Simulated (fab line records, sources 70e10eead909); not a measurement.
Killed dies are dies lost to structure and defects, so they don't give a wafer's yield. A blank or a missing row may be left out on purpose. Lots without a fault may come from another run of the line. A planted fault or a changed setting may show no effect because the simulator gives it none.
Which tool did it? | flow nand_harc | 12 lots, 36 wafers sampled, at 5 steps of a route of 1302

WHAT THE GAUGES READ, wafer by wafer
NHARC_END_SORT_01.
lot  | measured     | on        | killed_at_array | killed_at_other | killed_at_periphery | killed_dies | killed_open | killed_short
L538 | day 25 08:20 | prober-02 | 54 66 51        | 2 0 0           | 4 3 0               | 60 69 51    | 4 6 1       | 2 0 2
L543 | day 28 16:53 | prober-01 | 64 62 50        | 1 0 3           | 567 580 594         | 632 642 647 | 5 4 4       | 1 2 0
L549 | day 30 12:36 | prober-02 | 47 40 48        | 1 0 0           | 573 581 580         | 621 621 628 | 3 4 5       | 2 3 4
L554 | day 32 18:23 | prober-01 | 69 54 62        | 0 0 1           | 1 1 3               | 70 55 66    | 2 4 6       | 2 3 5
L556 | day 33 06:43 | prober-01 | 78 77 79        | 1 2 1           | 4 6 4               | 83 85 84    | 2 3 6       | 1 4 3
L558 | day 34 03:35 | prober-02 | 54 56 45        | 0 0 0           | 3 4 3               | 57 60 48    | 6 5 6       | 6 3 1

WHICH TOOL RAN EACH LOT (tool, then ch and the chambers of the sampled wafers, then the start)
lot  | NHARC_P_ZERO_WELL_EXPOSE_34       | NHARC_A_BONDPAD_CMP_29        | NHARC_A_BONDPAD_ETCH_24                       | NHARC_A_BONDPAD_CMP_19
L535 | krf_scanner-04 ch 0, day 1 23:56  | cmp-01 ch 0,1, day 22 22:50   | rie_diel-11 ch 2,3, day 23 01:50 or earlier   | cmp-01 ch 0,3, day 23 01:50
L538 | krf_scanner-02 ch 0, day 3 05:50  | cmp-03 ch 0,1, day 23 14:46   | rie_diel-09 ch 1,2, day 23 17:55 or earlier   | cmp-02 ch 1,2,3, day 23 17:55
L539 | krf_scanner-04 ch 0, day 3 16:15  | cmp-02 ch 0,2, day 24 07:03   | rie_diel-09 ch 0,1,3, day 24 10:01 or earlier | cmp-01 ch 0,2,3, day 24 10:01
L540 | krf_scanner-04 ch 0, day 4 02:31  | cmp-03 ch 2,3, day 24 14:19   | rie_diel-11 ch 1,2, day 24 17:17 or earlier   | cmp-02 ch 0,1,3, day 24 17:17
L541 | krf_scanner-02 ch 0, day 4 11:50  | cmp-03 ch 2,3, day 25 14:26   | rie_diel-09 ch 0,2, day 25 17:31 or earlier   | cmp-02 ch 2,3, day 25 17:31
L542 | krf_scanner-04 ch 0, day 4 22:05  | cmp-02 ch 0,1,3, day 26 05:30 | rie_diel-07 ch 0,1,3, day 26 08:31 or earlier | cmp-02 ch 0,1, day 26 08:31
L543 | krf_scanner-04 ch 0, day 5 07:59  | cmp-03 ch 1,2,3, day 27 07:34 | rie_diel-09 ch 1,2,3, day 27 10:38 or earlier | cmp-03 ch 1,2,3, day 27 10:38
L549 | krf_scanner-04 ch 0, day 7 19:52  | cmp-02 ch 0,1, day 28 22:59   | rie_diel-07 ch 1,2,3, day 29 00:36            | cmp-01 ch 0,1,2, day 29 02:18
L554 | krf_scanner-02 ch 0, day 9 22:32  | cmp-01 ch 1,2,3, day 31 02:09 | rie_diel-09 ch 0,2,3, day 31 05:13 or earlier | cmp-01 ch 1,2,3, day 31 05:13
L555 | krf_scanner-02 ch 0, day 10 07:53 | cmp-02 ch 0,1,2, day 31 00:29 | rie_diel-07 ch 1,2,3, day 31 03:34 or earlier | cmp-01 ch 1,2,3, day 31 03:34
L556 | krf_scanner-02 ch 0, day 10 17:58 | cmp-03 ch 0,3, day 31 14:55   | rie_diel-09 ch 1,2, day 31 17:53 or earlier   | cmp-03 ch 1,2, day 31 17:53
L558 | krf_scanner-01 ch 0, day 11 14:01 | cmp-02 ch 2,3, day 32 20:09   | rie_diel-09 ch 0,1,3, day 32 23:12 or earlier | cmp-02 ch 0,2, day 32 23:12
- NHARC_P_ZERO_WELL_EXPOSE_34: exposes mask P PWELL, target cd 720 nm.
- NHARC_A_BONDPAD_CMP_29: polishes SiCN, target thk 200 nm.
- NHARC_A_BONDPAD_ETCH_24: etches the open film in CF4/N2, target depth 30 nm, time 72.99 s.
- NHARC_A_BONDPAD_CMP_19: polishes, t overpolish 30 s, cu recess touch 16 s, target thk 169.82 nm.

WHAT THE TOOLS THEMSELVES READ (means of the sampled wafers that have a number; where no wafer has one, the mark that the record gives instead)
NHARC_A_BONDPAD_CMP_29.
lot  | tool   | motor_current_A (A) | slurry_flow_ml_min
L535 | cmp-01 | 13.6                | 149.7
L538 | cmp-03 | 12.5                | 149.9
L539 | cmp-02 | 12.6                | 150.1
L540 | cmp-03 | 11.1                | 150.1
L541 | cmp-03 | 11.4                | 149.8
L542 | cmp-02 | 11.6                | 149.8
L543 | cmp-03 | 12.1                | 149.9
L549 | cmp-02 | 10.6                | 149.9
L554 | cmp-01 | 12.3                | 149.8
L555 | cmp-02 | 11.5                | 150.3
L556 | cmp-03 | 12.2                | 149.9
L558 | cmp-02 | 13.3                | 150.0

NHARC_A_BONDPAD_ETCH_24.
lot  | tool        | cf4_flow_sccm (sccm) | drypump_motor_current_A (A) | mfc_ar_sccm (sccm) | oes_product_au (a.u.) | rf_vpp_V (V) | showerhead_plenum_p_Torr (Torr) | throttle_valve_pct (%)
L535 | rie_diel-11 | 50.01                | 5.64                        | 150.0              | 1.017                 | 313.4        | 2.57                            | 19.793
L538 | rie_diel-09 | 49.87                | 6.15                        | 149.8              | 1.015                 | 313.6        | 2.58                            | 19.785
L539 | rie_diel-09 | 50.01                | 5.86                        | 150.1              | 1.007                 | 312.9        | 2.54                            | 19.792
L540 | rie_diel-11 | 49.79                | 5.70                        | 149.5              | 1.007                 | 313.6        | 2.60                            | 19.794
L541 | rie_diel-09 | 49.94                | 6.04                        | 149.9              | 0.992                 | 312.3        | 2.53                            | 19.792
L542 | rie_diel-07 | 50.05                | 6.11                        | 149.9              | 1.004                 | 316.1        | 2.71                            | 19.789
L543 | rie_diel-09 | 50.10                | 5.94                        | 150.0              | 1.003                 | 312.7        | 2.55                            | 19.804
L549 | rie_diel-07 | 50.07                | 6.09                        | 149.8              | 0.997                 | 315.7        | 2.73                            | 19.789
L554 | rie_diel-09 | 50.02                | 5.85                        | 149.7              | 1.011                 | 311.3        | 2.50                            | 19.789
L555 | rie_diel-07 | 50.14                | 6.08                        | 150.0              | 0.999                 | 316.6        | 2.73                            | 19.798
L556 | rie_diel-09 | 50.03                | 6.16                        | 149.7              | 0.997                 | 313.7        | 2.58                            | 19.797
L558 | rie_diel-09 | 49.92                | 5.86                        | 149.6              | 1.012                 | 312.6        | 2.54                            | 19.792

NHARC_A_BONDPAD_CMP_19.
lot  | tool   | motor_current_A (A) | overpolish_run_s (s) | slurry_flow_ml_min
L535 | cmp-01 | 11.8                | 29.994               | 149.9
L538 | cmp-02 | 12.0                | 30.008               | 149.8
L539 | cmp-01 | 12.6                | 30.001               | 149.5
L540 | cmp-02 | 11.1                | 30.008               | 150.2
L541 | cmp-02 | 12.6                | 29.999               | 150.5
L542 | cmp-02 | 10.9                | 29.994               | 150.4
L543 | cmp-03 | 12.2                | 29.994               | 149.5
L549 | cmp-01 | 13.2                | 30.003               | 150.2
L554 | cmp-01 | 12.4                | 29.994               | 149.9
L555 | cmp-01 | 12.0                | 29.995               | 150.1
L556 | cmp-03 | 11.4                | 30.002               | 149.9
L558 | cmp-02 | 11.4                | 30.001               | 150.3

THE ANSWER, worked out from the rows above alone
Rule: what is usual is taken from the lots themselves. Put in order of their means at a reading, lots are off if they are a third of the lots or fewer, leave a main group of 4 or more, and stand apart from it by a gap of 3 or more times the standard deviation of the main group's means; of several such gaps the widest counts. A main group whose means are all the same, to the digits that the tables above print for the reading, isn't used. A lot without any number at a reading at which 4 lots or more have one is off too. The other lots that the step has rows for count as sound. The gauges are gone through in route order, then the tools' own readings, and for those a lot's mean is taken as printed above. The first step at which some lot is off is used, and at that step the reading that is off furthest; a lot without a number counts as furthest.
Off: L543, L549, at NHARC_END_SORT_01 (killed_at_periphery). The main group: mean 3.0, standard deviation 1.1. Neither off nor sound, because the step has no rows for them: L535, L539, L540, L541, L542, L555.
A tool fits if, at a process step before that reading, it ran every lot that is off, and no sound lot after the first of them. The gauges at NHARC_END_SORT_01 are tried like those tools. NHARC_A_BONDPAD_ETCH_24 gives no start for some lots, so the hours and the order of its lots are those of NHARC_A_BONDPAD_CMP_19. One fits: krf_scanner-04 at NHARC_P_ZERO_WELL_EXPOSE_34. It ran no sound lot before its first lot that is off in this sample, so the start can't be narrowed down.

WHAT THE SIMULATOR HAD PUT IN
Scanner matching overlay: krf_scanner-04, from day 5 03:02 on, at NHARC_P_ZERO_WELL_EXPOSE_34. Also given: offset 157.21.
Lots struck among those shown: L543, L549. The rule above found the same.
